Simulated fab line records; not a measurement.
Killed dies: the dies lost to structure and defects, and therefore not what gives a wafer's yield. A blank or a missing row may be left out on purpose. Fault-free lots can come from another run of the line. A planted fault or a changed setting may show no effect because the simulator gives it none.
Split-lot trial | flow n5 finfet | 7 lots, 21 wafers read, on a route of 1938 steps

== ABOUT THE SPLIT ==
At N5_BEOL_M2_COAT_67 (time 60 s, resist thk 60 nm), the setting spin rpm was moved away from the recipe's 1500 rpm on 6 of the 21 wafers read, by -9.3% to +6.3%. This setting was run at the recipe's value on the other wafers.

== FROM THE SPLIT TO THE READING: what the file shows between them, 8 steps ==
- N5_BEOL_M2_COAT_76: time 60 s, resist thk 5 nm (also split here: temp c)
- N5_BEOL_M2_COAT_22: resist thk 30 nm
- N5_BEOL_M2_EBR_24
- N5_BEOL_M2_ALD_98: deposits SiO2, target thk 2.5 nm, pulse time 1 s, co reactant pulse time 1 s
- N5_BEOL_M2_ETCHBACK_99: etches SiO2 in CHF3, target depth 5 nm, time 10.4 s
- N5_BEOL_M2_ETCH_70: etches SOC in N2/H2, target depth 80 nm, overetch 24 nm, time 130 s
- N5_BEOL_M2_STRIP_71: strips in N2/H2
- N5_BEOL_M2_STRIP_78: strips in N2/H2

== THE READING ==
SOC_of_BEOL_M2_COAT_67.thk nm (the simulator's own value, which no gauge read), in nm, at N5_BEOL_M2_VIA_ETCH_34 (etches the open film in C4F6/O2, target depth 69.4 nm, time 65.9 s). The file gives no usual value for it. Average 51.8 nm, standard deviation 0.21 nm, over the 15 wafers here run with the recipe.

wafer  | tool, chamber at the split | spin rpm as run, rpm | against the recipe | SOC_of_BEOL_M2_COAT_67.thk nm, nm | against lot-mates on the recipe
L074.1 | litho track-01, 0          | 1587                 | +5.8%              | 50.6                              | -1.2
L074.3 | litho track-01, 0          | 1500                 | recipe             | 51.8                              | -
L074.5 | litho track-01, 0          | 1587                 | +5.8%              | 50.4                              | -1.4
L076.1 | litho track-02, 0          | 1500                 | recipe             | 51.4                              | -
L076.4 | litho track-02, 0          | 1500                 | recipe             | 52                                | -
L076.5 | litho track-02, 0          | 1500                 | recipe             | 51.6                              | -
L077.1 | litho track-05, 0          | 1500                 | recipe             | 52                                | -
L077.4 | litho track-05, 0          | 1360                 | -9.3%              | 54.8                              | +2.9
L077.5 | litho track-05, 0          | 1500                 | recipe             | 51.8                              | -
L080.1 | litho track-01, 0          | 1500                 | recipe             | 52.2                              | -
L080.2 | litho track-01, 0          | 1500                 | recipe             | 51.8                              | -
L080.6 | litho track-01, 0          | 1500                 | recipe             | 52                                | -
L082.1 | litho track-02, 0          | 1455                 | -3.0%              | 52.6                              | +1.0
L082.4 | litho track-02, 0          | 1500                 | recipe             | 51.6                              | -
L082.6 | litho track-02, 0          | 1500                 | recipe             | 51.6                              | -
L083.4 | litho track-05, 0          | 1595                 | +6.3%              | 50.2                              | -1.6
L083.5 | litho track-05, 0          | 1500                 | recipe             | 52                                | -
L083.6 | litho track-05, 0          | 1500                 | recipe             | 51.6                              | -
L086.3 | litho track-05, 0          | 1500                 | recipe             | 52                                | -
L086.4 | litho track-05, 0          | 1374                 | -8.4%              | 54.6                              | +2.7
L086.5 | litho track-05, 0          | 1500                 | recipe             | 51.8                              | -

FIT RESULTS
A straight line over all 21 wafers: SOC_of_BEOL_M2_COAT_67.thk nm changes by -0.288 nm for each +1% of spin rpm; r = -0.98; the points scatter about the line by 0.24 nm.
The same after taking each lot's own level away (the mean of its wafers on the recipe; 21 wafers): -0.284 nm for each +1%; r = -0.98; scatter 0.2 nm.
Per that fit: largest spin rpm move, reading shift of 2.6 nm.
Measured against the standard deviation above, the lots' own levels, which go from 51.60 to 52.00 nm, span 1.9 times it.
The two slopes agree, so the slope changes little with the lot-to-lot level.
Check: with one of the wafers moved furthest among these (-9.3%) left out of the fit, the line predicts +2.63 nm for it against its lot-mates. Against them it came out at +2.9 nm.

== ADDITIONAL SPLITS CARRIED BY THESE WAFERS ==
These wafers also went through other splits before the reading. Each is held against what the fit with the lots' levels taken away leaves over:
other split on the same wafers         | wafers away from the commonest value | r with SOC_of_BEOL_M2_COAT_67.thk nm (lot level and that fit taken away)
N5_HKMG_FIN_EXPOSE_46 dose mj          | 7                                    | +0.14
N5_MOL_CONTACT_COAG_VIA_ETCH_46 bias w | 6                                    | -0.34
N5_BEOL_M0_CUTY_ETCH_63 time s         | 3                                    | -0.26
N5_BEOL_M0_ETCH_138 bias w             | 4                                    | -0.09
N5_BEOL_M1_COAT_67 spin rpm            | 6                                    | +0.16
N5_BEOL_M1_COAT_76 temp c              | 8                                    | +0.09
N5_BEOL_M2_COAT_76 temp c              | 3                                    | -0.09

== THE WHOLE CHAIN: every reading that the file lists as answering this split, in the file's order ==
step                   | what it does                                                        | reading                                                                        | change (the file's fit)               | r (the file's)
N5_BEOL_M2_COAT_67     | time 60 s, resist thk 60 nm                                         | SOC_of_BEOL_M2_COAT_67.thk nm (the simulator's own value, which no gauge read) | -0.316 nm for each +1% of the setting | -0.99
N5_BEOL_M2_ETCH_70     | etches SOC in N2/H2, target depth 80 nm, overetch 24 nm, time 130 s | etch.depth nm (the simulator's own value, which no gauge read)                 | -0.318 nm for each +1% of the setting | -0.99
N5_BEOL_M2_VIA_ETCH_34 | etches the open film in C4F6/O2, target depth 69.4 nm, time 65.9 s  | SOC_of_BEOL_M2_COAT_67.thk nm (the simulator's own value, which no gauge read) | -0.293 nm for each +1% of the setting | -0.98

== FILE'S OWN FIT ==
SOC_of_BEOL_M2_COAT_67.thk nm changes by -0.293 nm for each +1% of spin rpm, r = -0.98.
